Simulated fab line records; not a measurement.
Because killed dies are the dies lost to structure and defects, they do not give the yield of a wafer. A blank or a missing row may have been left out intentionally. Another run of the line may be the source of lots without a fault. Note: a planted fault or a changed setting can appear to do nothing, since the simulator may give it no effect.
Matching of chambers	flow nand harc	NHARC_P_M1_PRE_CLEAN_32 on pecvd-04: 3 sister chambers
The step time 12 s. 14 wafers are shown with their chamber, then 7 later ones without.

== WAFERS, EACH WITH ITS CHAMBER ==
wafer	chamber	heater power w (W)	rf fwd power W (W)
L075.1	0	631	292.8
L075.2	1	560	293.7
L075.5	0	657	292.5
L078.1	0	683	291.9
L078.2	2	685	291.1
L078.5	1	482	293.1
L080.1	2	720	292.6
L080.4	1	586	291.9
L080.6	2	729	293.0
L082.1	2	770	290.2
L082.2	1	596	292.0
L082.4	1	592	292.8
L085.2	1	557	292.4
L085.3	0	677	292.1

SIGNATURES (averages over the wafers above)
reading	chamber 0	chamber 1	chamber 2	scatter within a chamber
heater power w	662.00	562.17	726.00	36.1
rf fwd power W	292.325	292.650	291.725	0.851
Rule: distance of a wafer from a chamber = root of the sum over the readings of ((wafer's reading minus chamber's mean) / reading's scatter) squared. The wafer belongs to the nearest chamber; if the next one is less than 2 further off, it can't be placed. The scatter is the square root of a quotient: the sum, over the shown wafers, of each reading's squared deviation from its chamber's mean, divided by wafers minus chambers.

== WAFERS WITHOUT THEIR CHAMBER ==
wafer	heater power w (W)	rf fwd power W (W)
L085.5	566	291.3
L092.1	546	291.9
L092.4	742	292.9
L092.5	775	292.9
L094.2	721	292.4
L094.3	805	293.0
L094.5	826	293.0

== WHICH CHAMBER EACH WENT THROUGH ==
wafer	from the rows above	in truth
L085.5	can't be placed: 1 or 0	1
L092.1	1	1
L092.4	can't be placed: 2 or 0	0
L092.5	can't be placed: 2 or 0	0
L094.2	can't be placed: 2 or 0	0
L094.3	can't be placed: 2 or 0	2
L094.5	can't be placed: 2 or 0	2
Correctly placed: 1 of 7. These rows do not allow placing 6 (true chamber among the candidates in 6). 0 placed wrongly.
